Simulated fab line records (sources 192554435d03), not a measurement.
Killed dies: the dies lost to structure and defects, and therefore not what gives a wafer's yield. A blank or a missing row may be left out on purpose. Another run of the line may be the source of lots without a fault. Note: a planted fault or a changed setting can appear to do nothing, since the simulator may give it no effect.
The tool behind it: which one? | flow n5 finfet | 8 lots, 24 wafers sampled, at 5 steps of a route of 1938

## WHAT THE GAUGES SHOWED, per wafer
N5_BEOL_M4_RC_MEAS_101. Usual: DIBL_N 36.5 mV/V, standard deviation 1.2; DIBL_P 36.5 mV/V, standard deviation 1.6; IOFF_N 0.162 nA/um, standard deviation 0.023; IOFF_P 0.221 nA/um, standard deviation 0.03; ION_N 678 uA/um, standard deviation 8; ION_P 466 uA/um, standard deviation 6.3; SS_N 71.6 mV/dec, standard deviation 0.46; SS_P 73.3 mV/dec, standard deviation 0.57; VT_N 249.2 mV, standard deviation 2.6; VT_P -249 mV, standard deviation 3.3.
lot  | measured     | on        | DIBL_N (mV/V)  | DIBL_P (mV/V)  | IOFF_N (nA/um)    | IOFF_P (nA/um)    | ION_N (uA/um) | ION_P (uA/um) | SS_N (mV/dec)  | SS_P (mV/dec)  | VT_N (mV)         | VT_P (mV)      | flag
L395 | day 11 01:40 | prober-02 | 36.6 37.0 36.9 | 38.9 39.9 39.0 | 0.186 0.209 0.191 | 0.239 0.253 0.232 | 683 693 682   | 467 470 470   | 71.1 71.8 71.4 | 74.4 73.7 73.8 | 248.0 244.0 246.5 | -248 -245 -248 |
L398 | day 11 14:50 | prober-02 | 36.9 36.6 36.5 | 37.8 37.4 37.5 | 0.162 0.155 0.156 | 0.189 0.180 0.176 | 680 667 682   | 459 454 460   | 71.5 71.3 71.9 | 73.0 74.0 72.5 | 250.4 251.2 250.6 | -253 -254 -256 |
L400 | day 12 01:18 | prober-02 | 37.9 38.1 38.1 | 37.1 36.4 37.2 | 0.176 0.166 0.175 | 0.218 0.205 0.217 | 674 668 672   | 455 452 460   | 72.1 71.8 72.3 | 73.8 73.9 73.4 | 248.3 250.6 249.0 | -252 -252 -256 |
L401 | day 12 02:00 | prober-01 | 34.8 38.3 37.4 | 35.7 39.0 37.6 | 0.139 0.194 0.169 | 0.193 0.249 0.220 | 662 678 659   | 454 457 450   | 71.6 72.8 72.4 | 73.5 75.2 74.4 | 252.3 246.9 250.8 | -254 -251 -254 |
L413 | day 15 21:52 | prober-02 | 36.5 34.9 34.3 | 36.1 33.7 34.0 | 0.189 0.157 0.154 | 0.268 0.225 0.230 | 692 680 686   | 478 474 477   | 71.5 71.4 71.4 | 73.4 72.5 72.6 | 246.6 248.0 248.0 | -241 -245 -246 |
L412 | day 16 01:32 | prober-02 | 37.5 37.1 35.6 | 37.2 36.5 34.3 | 0.169 0.147 0.125 | 0.210 0.203 0.176 | 675 669 668   | 462 462 459   | 72.1 72.0 70.9 | 73.1 72.9 73.2 | 250.7 251.4 253.9 | -251 -249 -252 |
L411 | day 16 04:32 | prober-01 | 38.0 37.1 36.0 | 36.7 35.6 34.9 | 0.167 0.155 0.138 | 0.214 0.203 0.189 | 674 677 672   | 462 465 464   | 72.0 71.5 71.7 | 74.3 72.9 73.1 | 246.7 248.8 250.6 | -249 -250 -249 |
L414 | day 16 07:52 | prober-02 | 38.1 37.7 39.2 | 38.1 36.9 38.9 | 0.181 0.170 0.206 | 0.251 0.233 0.258 | 678 691 690   | 468 469 463   | 72.3 72.2 72.1 | 74.5 74.4 73.9 | 248.3 249.1 245.9 | -249 -247 -249 |

## EACH LOT AND THE TOOL THAT RAN IT (in order: tool; ch and the chambers of the sampled wafers; start)
lot  | N5_MOL_CONTACT_COAG_ETCHBACK_134   | N5_MOL_CONTACT_COAG_VIA_ETCH_117   | N5_MOL_CONTACT_COAG_ANNEAL_112  | N5_BEOL_M0_SAQP_PECVD_00
L395 | rie diel-06 ch 0,1,2, day 6 00:35  | rie diel-06 ch 0,1,2, day 6 00:44  | hp anneal-01 ch 0, day 6 02:10  | pecvd-03 ch 0,1,2, day 6 05:35
L398 | rie diel-01 ch 0,1,2, day 6 22:44  | rie diel-01 ch 0,1,2, day 6 22:53  | hp anneal-01 ch 0, day 7 00:01  | pecvd-03 ch 0,2, day 7 03:22
L400 | rie diel-01 ch 0,2, day 8 01:11    | rie diel-01 ch 0,2, day 8 01:20    | hp anneal-01 ch 0, day 8 05:17  | pecvd-03 ch 0,1, day 8 08:39
L401 | rie diel-01 ch 0,2,3, day 8 07:16  | rie diel-01 ch 0,2,3, day 8 07:26  | hp anneal-01 ch 0, day 8 08:33  | pecvd-02 ch 0, day 8 11:55
L413 | rie diel-01 ch 0,1,2, day 12 14:40 | rie diel-01 ch 0,1,2, day 12 14:49 | hp anneal-01 ch 0, day 12 15:59 | pecvd-04 ch 0,1,2, day 12 19:22
L412 | rie diel-01 ch 0,1,2, day 12 15:02 | rie diel-01 ch 0,1,2, day 12 15:12 | hp anneal-01 ch 0, day 12 18:59 | pecvd-04 ch 0,1,2, day 12 22:20
L411 | rie diel-06 ch 0,2,3, day 12 15:08 | rie diel-06 ch 0,2,3, day 12 15:18 | hp anneal-01 ch 0, day 12 18:59 | pecvd-03 ch 1,2, day 12 22:21
L414 | rie diel-01 ch 0,2,3, day 12 15:23 | rie diel-01 ch 0,2,3, day 12 15:32 | hp anneal-01 ch 0, day 12 18:59 | pecvd-02 ch 0,1,2, day 12 22:39
- N5_MOL_CONTACT_COAG_ETCHBACK_134: etches SiO2 in CHF3, target depth 10 nm, time 6.7 s.
- N5_MOL_CONTACT_COAG_VIA_ETCH_117: etches SiO2 in C4F6/O2, target depth 40 nm, overetch 8 nm, time 26 s.
- N5_MOL_CONTACT_COAG_ANNEAL_112: time 1800 s.
- N5_BEOL_M0_SAQP_PECVD_00: deposits SiCN from 3MS/NH3, target thk 8 nm, time 14 s.

## AS READ BY THE TOOLS THEMSELVES (means over the sampled wafers that have a number; for cases with no such wafer, the mark the record gives instead)
N5_MOL_CONTACT_COAG_ETCHBACK_134. Usual: CHF3_flow_sccm 50.01 sccm, standard deviation 0.14; drypump motor current A 5.8 A, standard deviation 0.4; oes product au 0.79 a.u., standard deviation 0.059; rf vpp V 526 V, standard deviation 6.1; showerhead plenum p Torr 2.42 Torr, standard deviation 0.06; throttle valve pct 18.76 %, standard deviation 0.21.
lot  | tool        | CHF3_flow_sccm (sccm) | drypump motor current A (A) | oes product au (a.u.) | rf vpp V (V) | showerhead plenum p Torr (Torr) | throttle valve pct (%) | flag
L395 | rie diel-06 | 49.95                 | 5.6                         | 0.79                  | 527          | 2.42                            | 18.71                  |
L398 | rie diel-01 | 50.05                 | 5.9                         | 0.85                  | 525          | 2.41                            | 18.73                  |
L400 | rie diel-01 | 50.10                 | 6.1                         | 0.85                  | 526          | 2.38                            | 18.79                  |
L401 | rie diel-01 | 50.08                 | 5.8                         | 0.83                  | 527          | 2.41                            | 18.82                  |
L413 | rie diel-01 | 49.96                 | 5.9                         | 0.81                  | 526          | 2.40                            | 18.80                  |
L412 | rie diel-01 | 50.00                 | 5.9                         | 0.80                  | 526          | 2.40                            | 18.79                  |
L411 | rie diel-06 | 50.04                 | 5.7                         | 0.71                  | 521          | 2.40                            | 18.77                  |
L414 | rie diel-01 | 50.09                 | 5.8                         | 0.79                  | 527          | 2.40                            | 18.88                  |

N5_MOL_CONTACT_COAG_VIA_ETCH_117. Usual: O2_flow_sccm 10.00 sccm, standard deviation 0.033; drypump motor current A 5.8 A, standard deviation 0.4; oes product au 0.70 a.u., standard deviation 0.047; rf vpp V 1592 V, standard deviation 17; showerhead plenum p Torr 2.89 Torr, standard deviation 0.072; throttle valve pct 41.1 %, standard deviation 0.33.
lot  | tool        | O2_flow_sccm (sccm) | drypump motor current A (A) | oes product au (a.u.) | rf vpp V (V) | showerhead plenum p Torr (Torr) | throttle valve pct (%) | flag
L395 | rie diel-06 | 10.01               | 5.6                         | 0.70                  | 1593         | 2.89                            | 41.0                   |
L398 | rie diel-01 | 10.02               | 5.9                         | 0.75                  | 1594         | 2.88                            | 41.1                   |
L400 | rie diel-01 | 9.99                | 6.0                         | 0.75                  | 1590         | 2.84                            | 41.3                   |
L401 | rie diel-01 | 10.00               | 5.9                         | 0.73                  | 1596         | 2.87                            | 41.3                   |
L413 | rie diel-01 | 10.00               | 5.9                         | 0.72                  | 1593         | 2.86                            | 41.2                   |
L412 | rie diel-01 | 9.97                | 5.9                         | 0.72                  | 1592         | 2.86                            | 41.2                   |
L411 | rie diel-06 | 9.99                | 5.6                         | 0.65                  | 1579         | 2.86                            | 41.1                   |
L414 | rie diel-01 | 9.98                | 5.8                         | 0.71                  | 1595         | 2.86                            | 41.3                   |

N5_MOL_CONTACT_COAG_ANNEAL_112. Usual: spike tc bottom C 420.1 C, standard deviation 1; spike tc centre C 401.5 C, standard deviation 1; spike tc lower C 398.1 C, standard deviation 0.91; spike tc top C 429.6 C, standard deviation 1; spike tc upper C 398.0 C, standard deviation 1.1; wafer_temp_C_max 400.97, standard deviation 0.3; zone power bottom pct 11.42 %, standard deviation 0.096; zone power centre pct 9.59 %, standard deviation 0.09; zone power lower pct 8.54 %, standard deviation 0.084; zone power top pct 21.88 %, standard deviation 0.22; zone power upper pct 9.16 %, standard deviation 0.095.
lot  | tool         | spike tc bottom C (C) | spike tc centre C (C) | spike tc lower C (C) | spike tc top C (C) | spike tc upper C (C) | wafer_temp_C_max | zone power bottom pct (%) | zone power centre pct (%) | zone power lower pct (%) | zone power top pct (%) | zone power upper pct (%) | flag
L395 | hp anneal-01 | 420.6                 | 402.1                 | 398.8                | 429.5              | 397.5                | 401.02           | 11.33                     | 9.44                      | 8.49                     | 21.81                  | 9.10                     |
L398 | hp anneal-01 | 419.7                 | 401.8                 | 398.5                | 428.8              | 397.9                | 401.06           | 11.45                     | 9.62                      | 8.46                     | 21.71                  | 9.12                     |
L400 | hp anneal-01 | 408.4                 | 389.9                 | 386.7                | 418.6              | 386.3                | 389.34           | 11.00                     | 9.20                      | 8.21                     | 21.13                  | 8.75                     | OFF
L401 | hp anneal-01 | 408.0                 | 389.5                 | 385.9                | 418.8              | 386.4                | 389.39           | 11.01                     | 9.25                      | 8.19                     | 21.18                  | 8.83                     | OFF
L413 | hp anneal-01 | 420.2                 | 402.0                 | 398.5                | 430.1              | 398.5                | 401.25           | 11.36                     | 9.53                      | 8.55                     | 21.85                  | 9.18                     |
L412 | hp anneal-01 | 419.9                 | 401.2                 | 397.7                | 430.5              | 398.4                | 401.00           | 11.49                     | 9.58                      | 8.52                     | 21.76                  | 9.20                     |
L411 | hp anneal-01 | 419.6                 | 402.0                 | 398.4                | 430.1              | 397.3                | 401.24           | 11.39                     | 9.60                      | 8.59                     | 21.93                  | 8.98                     |
L414 | hp anneal-01 | 420.6                 | 401.1                 | 397.8                | 429.2              | 399.0                | 401.06           | 11.42                     | 9.60                      | 8.51                     | 21.94                  | 9.13                     |

N5_BEOL_M0_SAQP_PECVD_00. Usual: showerhead plenum p Torr 3.672 Torr, standard deviation 0.02; throttle valve pct 9.1 %, standard deviation 0.48.
lot  | tool     | showerhead plenum p Torr (Torr) | throttle valve pct (%) | flag
L395 | pecvd-03 | 3.657                           | 9.2                    |
L398 | pecvd-03 | 3.671                           | 9.2                    |
L400 | pecvd-03 | 3.656                           | 9.1                    |
L401 | pecvd-02 | 3.698                           | 8.9                    |
L413 | pecvd-04 | 3.687                           | 9.4                    |
L412 | pecvd-04 | 3.686                           | 9.5                    |
L411 | pecvd-03 | 3.646                           | 8.5                    |
L414 | pecvd-02 | 3.671                           | 8.8                    |

## THE ANSWER, worked out from the rows above alone
Rule: a lot counts as off when the mean over its wafers that have a number is more than 3 standard deviations away from the usual mean. Also off: a lot with no number at a reading for which 4 or more lots have one. The other lots that the step has rows for count as sound. First the gauges in route order, then the tools' own readings, where a lot's mean is used as printed above. The first step at which some lot is off is used, and at that step the reading that is off furthest; a lot without a number counts as furthest.
Off: L400, L401 (N5_MOL_CONTACT_COAG_ANNEAL_112, wafer_temp_C_max).
A tool fits if, at that step or a process step before it, it ran every lot that is off, and no sound lot after the first of them. None of those tried fits.

## WHAT THE SIMULATOR PUT IN
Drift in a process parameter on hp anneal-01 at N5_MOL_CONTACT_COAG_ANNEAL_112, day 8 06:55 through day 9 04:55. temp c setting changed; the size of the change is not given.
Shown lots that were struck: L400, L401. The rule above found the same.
